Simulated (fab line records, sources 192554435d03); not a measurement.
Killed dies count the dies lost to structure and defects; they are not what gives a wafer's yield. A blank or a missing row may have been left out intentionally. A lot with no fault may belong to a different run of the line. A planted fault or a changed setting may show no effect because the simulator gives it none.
Which tool did it?	flow n5-finfet	24 lots, 72 wafers sampled, at 6 steps of a route of 1938

## WHAT THE GAUGES SHOWED, per wafer
The record holds no reading of a measuring or inspecting step that can be judged against a usual standard deviation.

## TOOL THAT RAN EACH LOT (tool first, then ch and the chambers of the sampled wafers, then the start)
lot	N5_BEOL_M3_DESCUM_33	N5_BEOL_M3_ETCH_41	N5_BEOL_M3_SPUTTER_79	N5_BEOL_M3_SPUTTER_94	N5_BEOL_M3_ANNEAL_95	N5_BEOL_M3_CMP_52
L074	rie-diel-05 ch 0,3, day 7 01:59	rie-diel-05 ch 0,2,3, day 7 05:30 or earlier	pvd-sputter-03, day 7 05:30	pvd-sputter-03, day 7 06:49	pvd-sputter-03, day 7 06:54	cmp-03 ch 0,1,3, day 7 07:40
L075	rie-diel-06 ch 0,3, day 7 08:55	rie-diel-05 ch 0,2, day 7 15:03 or earlier	pvd-sputter-01, day 7 15:03	pvd-sputter-01, day 7 16:22	pvd-sputter-01, day 7 16:27	cmp-01 ch 2,3, day 7 17:05
L076	rie-diel-05 ch 0,2, day 7 13:42	rie-diel-01 ch 0,2, day 7 16:26 or earlier	pvd-sputter-02, day 7 16:26	pvd-sputter-02, day 7 17:45	pvd-sputter-02, day 7 17:50	cmp-02 ch 1,2,3, day 7 18:32
L077	rie-diel-05 ch 0,1,3, day 7 19:18	rie-diel-06 ch 0,1, day 8 00:05 or earlier	pvd-sputter-02, day 8 00:05	pvd-sputter-02, day 8 01:25	pvd-sputter-02, day 8 01:29	cmp-02 ch 0,1,2, day 8 02:13
L078	rie-diel-01 ch 0,1,3, day 8 02:46	rie-diel-05 ch 0,1, day 8 05:48 or earlier	pvd-sputter-02, day 8 05:48	pvd-sputter-02, day 8 07:07	pvd-sputter-02, day 8 07:12	cmp-02 ch 1,2, day 8 07:50
L079	rie-diel-05 ch 1,3, day 8 06:47	rie-diel-01 ch 0,2, day 8 09:08 or earlier	pvd-sputter-02, day 8 09:08	pvd-sputter-02, day 8 10:27	pvd-sputter-02, day 8 10:32	cmp-01 ch 0,1,2, day 8 11:15
L080	rie-diel-05 ch 0,3, day 8 13:37	rie-diel-01 ch 1,2,3, day 8 18:19 or earlier	pvd-sputter-02, day 8 18:19	pvd-sputter-02, day 8 19:38	pvd-sputter-02, day 8 19:43	cmp-02 ch 1,2,3, day 8 20:21
L082	rie-diel-01 ch 1,2,3, day 8 18:34	rie-diel-05 ch 0,1,3, day 8 21:16 or earlier	pvd-sputter-01, day 8 21:16	pvd-sputter-01, day 8 22:35	pvd-sputter-01, day 8 22:40	cmp-02 ch 0,1,2, day 8 23:17
L081	rie-diel-01 ch 2,3, day 9 02:16	rie-diel-01 ch 2,3, day 9 04:57 or earlier	pvd-sputter-01, day 9 04:57	pvd-sputter-01, day 9 06:16	pvd-sputter-01, day 9 06:21	cmp-01 ch 0,1,3, day 9 07:57
L083	rie-diel-01 ch 1,2,3, day 9 02:52	rie-diel-01 ch 0,1,2, day 9 06:57 or earlier	pvd-sputter-03, day 9 06:57	pvd-sputter-03, day 9 08:16	pvd-sputter-03, day 9 08:21	cmp-02 ch 1,2,3, day 9 09:01
L084	rie-diel-06 ch 0,1,2, day 9 10:31	rie-diel-06 ch 1,2,3, day 9 12:08 or earlier	pvd-sputter-01, day 9 12:08	pvd-sputter-01, day 9 13:27	pvd-sputter-01, day 9 13:32	cmp-01 ch 0,2,3, day 9 14:10
L085	rie-diel-06 ch 1,2,3, day 12 00:33	rie-diel-06 ch 0,1,2, day 12 04:38 or earlier	pvd-sputter-03, day 12 04:38	pvd-sputter-03, day 12 05:57	pvd-sputter-03, day 12 06:02	cmp-02 ch 1,3, day 12 06:40
L088	rie-diel-05 ch 0,2,3, day 12 03:14	rie-diel-06 ch 0,1, day 12 07:17 or earlier	pvd-sputter-02, day 12 07:17	pvd-sputter-02, day 12 08:37	pvd-sputter-02, day 12 08:41	cmp-02 ch 0,1,3, day 12 09:22
L095	rie-diel-06 ch 1,2, day 12 04:07	rie-diel-01 ch 1,2, day 12 09:31 or earlier	pvd-sputter-03, day 12 09:31	pvd-sputter-03, day 12 10:50	pvd-sputter-03, day 12 10:55	cmp-03 ch 2,3, day 12 11:33
L094	rie-diel-01 ch 0,3, day 12 04:53	rie-diel-05 ch 0,1, day 12 10:17 or earlier	pvd-sputter-02, day 12 10:17	pvd-sputter-02, day 12 11:37	pvd-sputter-02, day 12 11:41	cmp-01 ch 1,2,3, day 12 12:24
L089	rie-diel-05 ch 1,2,3, day 12 07:53	rie-diel-01 ch 0,1, day 12 15:07 or earlier	pvd-sputter-02, day 12 15:07	pvd-sputter-02, day 12 16:26	pvd-sputter-02, day 12 16:31	cmp-01 ch 2,3, day 12 17:18
L090	rie-diel-05 ch 0,1,3, day 12 07:59	rie-diel-01 ch 0,2, day 12 16:33 or earlier	pvd-sputter-03, day 12 16:33	pvd-sputter-03, day 12 17:52	pvd-sputter-03, day 12 17:57	cmp-01 ch 0,1,2, day 12 18:35
L092	rie-diel-01 ch 0,2, day 12 09:49	rie-diel-01 ch 0,1,2, day 12 17:39 or earlier	pvd-sputter-02, day 12 17:39	pvd-sputter-02, day 12 18:58	pvd-sputter-02, day 12 19:03	cmp-01 ch 1,2,3, day 12 19:46
L091	rie-diel-01 ch 0,1,2, day 12 12:46	rie-diel-01 ch 0,1,2, day 12 20:52 or earlier	pvd-sputter-01, day 12 20:52	pvd-sputter-01, day 12 22:11	pvd-sputter-01, day 12 22:16	cmp-01 ch 0,2,3, day 12 22:55
L087	rie-diel-06 ch 1,2,3, day 12 16:18	rie-diel-06 ch 0,2,3, day 13 00:33 or earlier	pvd-sputter-01, day 13 00:33	pvd-sputter-01, day 13 01:52	pvd-sputter-01, day 13 01:57	cmp-01 ch 0,1,3, day 13 02:36
L093	rie-diel-06 ch 0,1,2, day 12 17:37	rie-diel-01 ch 0,1, day 12 22:48 or earlier	pvd-sputter-03, day 12 22:48	pvd-sputter-03, day 13 00:07	pvd-sputter-03, day 13 00:12	cmp-02 ch 0,1,3, day 13 00:59
L096	rie-diel-01 ch 0,1,3, day 12 21:30	rie-diel-05 ch 0,1,2, day 13 02:49 or earlier	pvd-sputter-03, day 13 02:49	pvd-sputter-03, day 13 04:08	pvd-sputter-03, day 13 04:13	cmp-02 ch 0,1,3, day 13 04:53
L086	rie-diel-06 ch 0,2,3, day 13 07:47	rie-diel-01 ch 0,2, day 13 11:56 or earlier	pvd-sputter-01, day 13 11:56	pvd-sputter-01, day 13 13:16	pvd-sputter-01, day 13 13:20	cmp-01 ch 0,1,2, day 13 14:01
L097	rie-diel-01 ch 0,2, day 13 15:10	rie-diel-05 ch 1,2,3, day 14 03:35 or earlier	pvd-sputter-02, day 14 03:35	pvd-sputter-02, day 14 04:54	pvd-sputter-02, day 14 04:59	cmp-03 ch 1,2,3, day 14 05:37
- N5_BEOL_M3_DESCUM_33: chemistry O2, time 7 s.
- N5_BEOL_M3_ETCH_41: etches SiCN in CH3F/O2, target depth 29.9 nm, time 52.5 s.
- N5_BEOL_M3_SPUTTER_79: material Cu, target thk 4.5 nm, time 8.29 s.
- N5_BEOL_M3_SPUTTER_94: material Cu, target thk 4.5 nm, time 8.29 s.
- N5_BEOL_M3_ANNEAL_95: time 240 s.
- N5_BEOL_M3_CMP_52: polishes, stops on SiOC, t overpolish 6.8 s, target thk 40 nm.

## WHAT THE TOOLS THEMSELVES READ (means of the sampled wafers that have a number; where no wafer has one, the mark that the record gives instead)
N5_BEOL_M3_DESCUM_33. Usual: drypump-motor-current-A 5.6 A, standard deviation 0.69; oes-product-au 0.77 a.u., standard deviation 0.095; rf-vpp-V 243.4 V, standard deviation 1.3; showerhead-plenum-p-Torr 2.10 Torr, standard deviation 0.077; throttle-valve-pct 20.50 %, standard deviation 0.26.
lot	tool	drypump-motor-current-A (A)	oes-product-au (a.u.)	rf-vpp-V (V)	showerhead-plenum-p-Torr (Torr)	throttle-valve-pct (%)	flag
L074	rie-diel-05	5.5	0.87	243.5	2.15	20.50	
L075	rie-diel-06	6.1	0.81	244.8	2.16	20.19	
L076	rie-diel-05	5.8	0.70	243.0	2.09	20.52	
L077	rie-diel-05	6.1	0.79	243.2	2.07	20.53	
L078	rie-diel-01	5.0	0.72	244.3	2.14	20.63	
L079	rie-diel-05	6.1	0.81	243.4	2.07	20.44	
L080	rie-diel-05	6.1	0.77	242.5	2.06	20.64	
L082	rie-diel-01	5.1	0.71	243.7	2.11	20.63	
L081	rie-diel-01	5.0	0.71	243.2	2.09	20.84	
L083	rie-diel-01	5.1	0.71	242.7	2.11	20.64	
L084	rie-diel-06	6.1	0.82	243.2	2.11	20.21	
L085	rie-diel-06	5.8	0.76	243.7	2.06	20.34	
L088	rie-diel-05	5.6	0.74	243.0	2.11	20.58	
L095	rie-diel-06	6.1	0.80	242.1	2.05	20.22	
L094	rie-diel-01	4.9	0.73	244.4	2.14	20.84	
L089	rie-diel-05	5.7	0.76	244.1	2.11	20.48	
L090	rie-diel-05	6.1	0.75	242.9	2.05	20.59	
L092	rie-diel-01	5.2	0.74	244.8	2.14	20.77	
L091	rie-diel-01	5.3	0.82	243.7	2.13	20.55	
L087	rie-diel-06	5.8	0.75	242.9	2.06	20.34	
L093	rie-diel-06	6.1	0.79	243.2	2.10	20.27	
L096	rie-diel-01	5.0	0.91	244.3	2.12	20.45	
L086	rie-diel-06	6.1	0.79	243.4	2.10	20.22	
L097	rie-diel-01	5.4	0.74	243.9	2.11	20.78	

N5_BEOL_M3_ETCH_41. Usual: drypump-motor-current-A 5.6 A, standard deviation 0.65; oes-product-au 0.77 a.u., standard deviation 0.094; rf-vpp-V 297.8 V, standard deviation 1.4; showerhead-plenum-p-Torr 2.02 Torr, standard deviation 0.062; throttle-valve-pct 16.44 %, standard deviation 0.24.
lot	tool	drypump-motor-current-A (A)	oes-product-au (a.u.)	rf-vpp-V (V)	showerhead-plenum-p-Torr (Torr)	throttle-valve-pct (%)	flag
L074	rie-diel-05	5.6	0.79	297.5	2.03	16.46	
L075	rie-diel-05	6.2	0.71	297.2	1.96	16.66	
L076	rie-diel-01	5.2	0.77	298.7	2.06	16.55	
L077	rie-diel-06	6.0	0.79	299.2	2.06	16.15	
L078	rie-diel-05	6.7	0.72	295.3	1.92	16.70	
L079	rie-diel-01	5.4	0.76	298.6	2.02	16.55	
L080	rie-diel-01	5.2	0.72	297.9	2.01	16.54	
L082	rie-diel-05	6.1	0.77	297.6	1.99	16.53	
L081	rie-diel-01	5.0	0.72	297.5	1.98	16.62	
L083	rie-diel-01	5.2	0.73	297.8	2.04	16.51	
L084	rie-diel-06	5.8	0.79	297.1	1.98	16.29	
L085	rie-diel-06	6.1	0.79	298.0	2.01	16.17	
L088	rie-diel-06	6.1	0.76	297.7	2.05	16.20	
L095	rie-diel-01	5.4	0.83	297.5	2.01	16.42	
L094	rie-diel-05	6.7	0.70	296.2	1.91	16.76	
L089	rie-diel-01	5.1	0.91	298.9	2.06	16.22	
L090	rie-diel-01	5.4	0.74	298.6	2.01	16.63	
L092	rie-diel-01	5.2	0.82	298.1	2.04	16.42	
L091	rie-diel-01	5.3	0.82	298.9	2.04	16.41	
L087	rie-diel-06	6.1	0.79	297.0	2.01	16.20	
L093	rie-diel-01	5.1	0.90	298.5	2.06	16.21	
L096	rie-diel-05	6.2	0.69	295.8	1.96	16.65	
L086	rie-diel-01	5.4	0.72	297.5	2.01	16.63	
L097	rie-diel-05	5.6	0.75	297.8	2.03	16.47	

N5_BEOL_M3_SPUTTER_79. Usual: 29.8 % for throttle-valve-pct, sd 1.
lot	tool	throttle-valve-pct (%)	flag
L074	pvd-sputter-03	30.2	
L075	pvd-sputter-01	30.7	
L076	pvd-sputter-02	29.4	
L077	pvd-sputter-02	29.9	
L078	pvd-sputter-02	29.4	
L079	pvd-sputter-02	28.7	
L080	pvd-sputter-02	29.3	
L082	pvd-sputter-01	30.1	
L081	pvd-sputter-01	30.3	
L083	pvd-sputter-03	30.2	
L084	pvd-sputter-01	30.6	
L085	pvd-sputter-03	29.7	
L088	pvd-sputter-02	29.6	
L095	pvd-sputter-03	29.6	
L094	pvd-sputter-02	29.2	
L089	pvd-sputter-02	29.3	
L090	pvd-sputter-03	30.3	
L092	pvd-sputter-02	28.9	
L091	pvd-sputter-01	30.6	
L087	pvd-sputter-01	30.6	
L093	pvd-sputter-03	29.5	
L096	pvd-sputter-03	29.2	
L086	pvd-sputter-01	30.1	
L097	pvd-sputter-02	29.2	

N5_BEOL_M3_SPUTTER_94. Usual: 29.8 % for throttle-valve-pct, sd 1.1.
lot	tool	throttle-valve-pct (%)	flag
L074	pvd-sputter-03	30.1	
L075	pvd-sputter-01	30.7	
L076	pvd-sputter-02	29.2	
L077	pvd-sputter-02	30.0	
L078	pvd-sputter-02	29.5	
L079	pvd-sputter-02	28.8	
L080	pvd-sputter-02	29.4	
L082	pvd-sputter-01	30.2	
L081	pvd-sputter-01	30.5	
L083	pvd-sputter-03	30.4	
L084	pvd-sputter-01	30.5	
L085	pvd-sputter-03	29.4	
L088	pvd-sputter-02	29.5	
L095	pvd-sputter-03	29.4	
L094	pvd-sputter-02	29.2	
L089	pvd-sputter-02	29.4	
L090	pvd-sputter-03	30.3	
L092	pvd-sputter-02	28.8	
L091	pvd-sputter-01	30.5	
L087	pvd-sputter-01	30.6	
L093	pvd-sputter-03	29.6	
L096	pvd-sputter-03	29.2	
L086	pvd-sputter-01	30.2	
L097	pvd-sputter-02	29.5	

N5_BEOL_M3_ANNEAL_95. Usual: 830 W for heater-power-w, sd 46.
lot	tool	heater-power-w (W)	flag
L074	pvd-sputter-03	869	
L075	pvd-sputter-01	786	
L076	pvd-sputter-02	831	
L077	pvd-sputter-02	797	
L078	pvd-sputter-02	823	
L079	pvd-sputter-02	834	
L080	pvd-sputter-02	819	
L082	pvd-sputter-01	829	
L081	pvd-sputter-01	796	
L083	pvd-sputter-03	856	
L084	pvd-sputter-01	791	
L085	pvd-sputter-03	867	
L088	pvd-sputter-02	785	
L095	pvd-sputter-03	883	
L094	pvd-sputter-02	846	
L089	pvd-sputter-02	794	
L090	pvd-sputter-03	862	
L092	pvd-sputter-02	801	
L091	pvd-sputter-01	824	
L087	pvd-sputter-01	796	
L093	pvd-sputter-03	910	
L096	pvd-sputter-03	862	
L086	pvd-sputter-01	829	
L097	pvd-sputter-02	798	

N5_BEOL_M3_CMP_52. Usual: barrier-field-endpoint-s 24.5 s, standard deviation 0.67; motor-current-A 6.0 A, standard deviation 0.73; overpolish-run-s 6.800 s, standard deviation 0.0093; retaining-ring-pressure-frac 0.999, standard deviation 0.0052; time-to-endpoint-s 62.0 s, standard deviation 2.8.
lot	tool	barrier-field-endpoint-s (s)	motor-current-A (A)	overpolish-run-s (s)	retaining-ring-pressure-frac	time-to-endpoint-s (s)	flag
L074	cmp-03	24.3	6.3	6.808	1.006	63.7	
L075	cmp-01	23.6	6.0	6.799	1.000	57.5	
L076	cmp-02	24.6	6.0	6.805	1.003	62.0	
L077	cmp-02	26.0	5.4	6.800	0.999	63.2	
L078	cmp-02	24.6	5.8	6.801	0.999	64.0	
L079	cmp-01	24.4	6.7	6.805	1.001	62.1	
L080	cmp-02	24.5	6.0	6.797	1.006	62.3	
L082	cmp-02	24.7	5.4	6.793	1.004	60.8	
L081	cmp-01	24.2	5.9	6.801	0.999	60.6	
L083	cmp-02	24.5	5.8	6.807	1.001	60.4	
L084	cmp-01	24.1	6.0	6.797	1.004	59.0	
L085	cmp-02	25.0	5.7	6.794	0.996	65.9	
L088	cmp-02	24.1	5.7	6.801	1.001	63.7	
L095	cmp-03	24.7	6.4	6.794	0.996	64.1	
L094	cmp-01	25.1	6.3	6.797	0.999	59.5	
L089	cmp-01	23.9	6.3	6.798	0.994	59.7	
L090	cmp-01	24.2	6.6	6.795	0.993	62.8	
L092	cmp-01	23.9	6.2	6.796	0.999	60.5	
L091	cmp-01	25.0	6.1	6.797	0.995	63.7	
L087	cmp-01	24.9	6.0	6.792	1.000	65.4	
L093	cmp-02	24.4	5.4	6.801	0.998	60.8	
L096	cmp-02	24.2	5.6	6.805	0.995	62.6	
L086	cmp-01	24.4	6.7	6.803	1.001	62.2	
L097	cmp-03	24.7	6.5	6.799	0.998	62.9	

## THE ANSWER, worked out from the rows above alone
Rule: a lot is off if the mean of its wafers that have a number lies more than 3 standard deviations from the usual mean. A lot without any number at a reading at which 4 lots or more have one is off too. Where the step has rows for the other lots, those lots are counted as sound. The gauges are gone through in route order, then the tools' own readings, and for those a lot's mean is taken as printed above. At the first step where some lot is off, the reading lying furthest off is the one used; lots without a number count as furthest.
No lot is off on any of the readings shown, so nothing can be concluded from this.

## WHAT WAS PUT IN BY THE SIMULATOR
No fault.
